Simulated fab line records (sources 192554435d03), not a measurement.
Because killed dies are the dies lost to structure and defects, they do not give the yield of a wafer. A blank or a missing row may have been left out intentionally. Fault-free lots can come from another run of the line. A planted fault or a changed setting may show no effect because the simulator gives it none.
Split-lot trial	flow n5_finfet	7 lots, 21 wafers read, on a route of 1938 steps

ON THE SPLIT
At N5_BEOL_M15_ILD_DEP_00 (deposits SiO2 from TEOS/O2, target thk 1629.3 nm, time 346.1 s), the setting time_s was moved away from the recipe's 346.1 s on 5 of the 21 wafers read, by -8.2% to +9.5%. This setting was run at the recipe's value on the other wafers.

The file shows no step between the split and the reading.

THE READING
At N5_BEOL_M15_THK_MEAS_01: M15_ILD_THK, given in nm. Typical for fault-free wafers on this fab line: 1623 nm, with standard deviation 24 nm.

wafer	tool, chamber at the split	time_s as run, s	against the recipe	M15_ILD_THK, nm	against lot-mates on the recipe
L074.2	pecvd-02, 0	346.1	recipe	1621	-
L074.3	pecvd-02, 2	346.1	recipe	1611	-
L074.6	pecvd-02, 1	346.1	recipe	1638	-
L075.1	pecvd-03, 2	346.1	recipe	1615	-
L075.4	pecvd-03, 0	346.1	recipe	1637	-
L075.6	pecvd-03, 1	346.1	recipe	1640	-
L086.3	pecvd-04, 0	317.7	-8.2%	1435	-227
L086.5	pecvd-04, 0	317.7	-8.2%	1450	-212
L086.6	pecvd-04, 1	346.1	recipe	1662	-
L088.2	pecvd-04, 2	346.1	recipe	1614	-
L088.3	pecvd-04, 1	346.1	recipe	1657	-
L088.6	pecvd-04, 1	346.1	recipe	1674	-
L089.1	pecvd-03, 1	346.1	recipe	1629	-
L089.4	pecvd-03, 0	346.1	recipe	1626	-
L089.6	pecvd-03, 1	378.9	+9.5%	1794	+166
L096.1	pecvd-04, 0	320.8	-7.3%	1478	-116
L096.2	pecvd-04, 2	346.1	recipe	1594	-
L096.6	pecvd-04, 2	320.8	-7.3%	1519	-75
L095.1	pecvd-04, 1	346.1	recipe	1673	-
L095.3	pecvd-04, 2	346.1	recipe	1629	-
L095.4	pecvd-04, 2	346.1	recipe	1646	-

THE FIT
A straight line over all 21 wafers: M15_ILD_THK changes by +19.9 nm for each +1% of time_s; r = +0.96; the points scatter about the line by 24 nm.
The same after taking each lot's own level away (the mean of its wafers on the recipe; 21 wafers): +19.7 nm for each +1%; r = +0.94; scatter 29 nm.
That fit puts the effect of the largest move of time_s on the reading at 1.9e+02 nm.
The span of the lots' own levels, 1594.0 to 1662.0 nm, comes to 2.8 times the standard deviation stated above.
Hence the lot-to-lot level has little effect on the slope; both slopes agree.
Check: with one of the wafers moved furthest among these (+9.5%) left out of the fit, the line predicts +198 nm for it against its lot-mates. It came out at +166 nm against them.

THE OTHER SPLITS THESE WAFERS WENT THROUGH
Other splits were also applied to these wafers ahead of the reading. Each is held against what the fit with the lots' levels taken away leaves over:
other split on the same wafers	wafers away from the commonest value	r with M15_ILD_THK (lot level and that fit taken away)
N5_BEOL_M11_EXPOSE_08 dose_mj	9	+0.13
N5_BEOL_M11_COAT_22 spin_rpm	8	+0.16
N5_BEOL_M11_ETCH_66 time_s	8	-0.35
N5_BEOL_M12_COAT_22 spin_rpm	10	+0.14
N5_BEOL_M13_ETCH_68 time_s	6	+0.19
N5_BEOL_M13_SPUTTER_43 time_s	5	+0.16
N5_BEOL_M14_SPUTTER_43 power_w	13	+0.22

THE WHOLE CHAIN: every reading that the file lists as answering this split, in the file's order
step	what it does	reading	change (the file's fit)	r (the file's)
N5_BEOL_M15_ILD_DEP_00	deposits SiO2 from TEOS/O2, target thk 1629.3 nm, time 346.1 s	SiO2_of_BEOL_M15_ILD_DEP_00.thk_nm (the simulator's own value, which no gauge read)	+19.4 nm for each +1% of the setting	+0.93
N5_BEOL_M15_THK_MEAS_01		M15_ILD_THK	+19.4 for each +1% of the setting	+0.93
N5_BEOL_M15_VIA_ETCH_16	etches SiO2 in C4F8/O2/Ar, target depth 1792.2 nm	etch.depth_nm (the simulator's own value, which no gauge read)	+19.4 nm for each +1% of the setting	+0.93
N5_BEOL_M15_VIA_ETCH_16	etches SiO2 in C4F8/O2/Ar, target depth 1792.2 nm	coat_of_BEOL_M15_COAT_04.thk_nm (the simulator's own value, which no gauge read)	-4.72 nm for each +1% of the setting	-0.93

THE FILE'S OWN FIT
M15_ILD_THK changes by +19.4 nm for each +1% of time_s, r = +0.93.
